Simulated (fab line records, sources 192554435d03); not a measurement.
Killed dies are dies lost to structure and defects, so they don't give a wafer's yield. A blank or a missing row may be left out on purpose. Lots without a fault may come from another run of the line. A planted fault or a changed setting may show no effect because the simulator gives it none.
A struck lot beside a sound one | flow n5_finfet | 16 steps out of a route of 1938
Sound: wafers L581.3, L581.4, L581.5. Struck: wafers L586.2, L586.4. (L586.1 of the same lot was not struck and is left out.) The cause comes at the end.
At each step with rows: each side's tool, then ch and its chambers, then its first start. Under that, the readings that differ: sound wafers | struck wafers | difference of the means | sigmas: that difference in standard deviations of wafers without a fault.
alike: readings whose means differ by less than 2 such deviations, and words and numbers that are the same on both sides. not compared: withheld readings, readings that some wafer has no value for, bounds like >300 that may hide the same value, and numbers for which the record gives no deviation and whose values overlap.
The two part at a step that has a row with sigmas, a row that says differs or no value, or rows on one side only. Numbers that don't overlap but have no deviation are shown without sigmas and don't part them. A reading that every wafer of one side lacks parts them only if that side has two wafers or more.

N5_GATE_CUT_OVL_MEAS_14:
  sound on overlay-02 ch 0, day 6 13:05; struck on overlay-01 ch 0, day 7 17:01
  alike: GATE_CUT_OVL
N5_GATE_CUT_INSPECT_15: inspects for defects (brightfield).
  sound on defect_inspect-01, day 6 13:08; struck on defect_inspect-01, day 7 17:04
  alike: raw_defect_count
N5_GATE_CUT_DESCUM_18: chemistry O2, time 7 s.
  sound on rie_diel-02 ch 1,2,3, day 6 13:10; struck on rie_diel-06 ch 1,3, day 7 17:06
  alike: chamber_pressure_mTorr, drypump_motor_current_A, o2_flow_sccm, oes_product_au, rf_fwd_power_W, rf_vpp_V, showerhead_plenum_p_Torr, throttle_valve_pct
  not compared: rf_hours_counter_h
then, 1 step without rows for these wafers: N5_GATE_CUT_ETCH_28 (etches underlayer in N2/H2, target depth 13 nm, time 10.4 s).
N5_GATE_CUT_ETCH_36: etches SiARC in CF4, target depth 13 nm, time 21.7 s.
  sound on rie_diel-02 ch 1,2,3, day 6 13:13; struck on rie_diel-06 ch 1,3, day 7 17:09
  alike: chamber_pressure_mTorr, drypump_motor_current_A, etch_rf_on_time_s, oes_product_au, rf_fwd_power_W, rf_vpp_V, showerhead_plenum_p_Torr, throttle_valve_pct
  not compared: rf_hours_counter_h
N5_GATE_CUT_ETCH_37: etches SOC in N2/H2, target depth 60 nm, overetch 12 nm, time 90 s.
  sound on rie_diel-02 ch 1,2,3, day 6 13:14; struck on rie_diel-06 ch 1,3, day 7 17:11
  alike: chamber_pressure_mTorr, drypump_motor_current_A, oes_product_au, rf_fwd_power_W, rf_vpp_V, showerhead_plenum_p_Torr, throttle_valve_pct
  not compared: rf_hours_counter_h
then, 2 steps without rows for these wafers: N5_GATE_CUT_STRIP_38 (strips in N2/H2); N5_GATE_CUT_STRIP_39 (strips in N2/H2).
N5_GATE_CUT_HM_OPEN_40: chemistry C4F6/O2, target SiO2, target depth 139 nm, time 85.1 s.
  sound on rie_diel-02 ch 1,2,3, day 6 13:19; struck on rie_diel-06 ch 1,3, day 7 17:16
  alike: chamber_pressure_mTorr, drypump_motor_current_A, etch_rf_on_time_s, oes_product_au, rf_fwd_power_W, rf_vpp_V, showerhead_plenum_p_Torr, throttle_valve_pct
  not compared: rf_hours_counter_h
then, 2 steps without rows for these wafers: N5_GATE_CUT_STRIP_41 (strips in CF4); N5_GATE_CUT_STRIP_42 (strips in O2).
N5_GATE_CUT_ETCH_19: etches SiNx in CH3F/O2, target depth 53.7 nm, time 76.7 s.
  sound on rie_diel-02 ch 1,2,3, day 6 13:27; struck on rie_diel-06 ch 1,3, day 7 17:23
  alike: chamber_pressure_mTorr, drypump_motor_current_A, etch_rf_on_time_s, oes_product_au, rf_fwd_power_W, rf_vpp_V, showerhead_plenum_p_Torr, throttle_valve_pct
  not compared: rf_hours_counter_h
N5_GATE_CUT_CUT_ETCH_53: etches W in SF6/Cl2, target depth 79.2 nm.
  sound on rie_metal-02 ch 0,1, day 6 13:34; struck on rie_metal-02 ch 1, day 7 17:29
  reading               | sound          | struck    | difference | sigmas
  etch_rf_on_time_s (s) | 26.6 25.9 25.9 | 33.9 33.9 | +7.8       | +13
  oes_product_au (a.u.) | 0.63 0.73 0.73 | 0.54 0.55 | -0.15      | -2
  rf_fwd_power_W (W)    | 873 883 879    | 665 669   | -211       | -62
  alike: SF6_flow_sccm, chamber_pressure_mTorr, drypump_motor_current_A, throttle_valve_pct
  not compared: rf_hours_counter_h
then, 1 step without rows for these wafers: N5_GATE_CUT_CUT_ETCH_54 (etches TiN in Cl2/BCl3, target depth 96.7 nm).
-- the record jumps here: 7 days lie between the struck wafers' starts before and after (it left off in module GATE_CUT and takes up again in module BEOL_M4, whose first step shown is number 1111 of the route) --
N5_BEOL_M4_RC_MEAS_101:
  sound on prober-01 ch 0, day 13 10:53; struck on prober-02 ch 0, day 14 14:45
  alike: DIBL_N, DIBL_P, IOFF_N, IOFF_P, ION_N, ION_P, SS_N, SS_P, VT_N, VT_P
then, 1 step without rows for these wafers: N5_PASSIVATION_PROBE_49.

WHERE THEY PART
Only at N5_GATE_CUT_CUT_ETCH_53, within this record. Later steps at which nothing parts them and some readings are alike: N5_BEOL_M4_RC_MEAS_101.

WHY: what the simulator had put in
Process parameter drift: rie_metal-02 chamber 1, from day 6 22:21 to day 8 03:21, at N5_GATE_CUT_CUT_ETCH_53. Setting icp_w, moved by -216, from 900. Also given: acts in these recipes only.
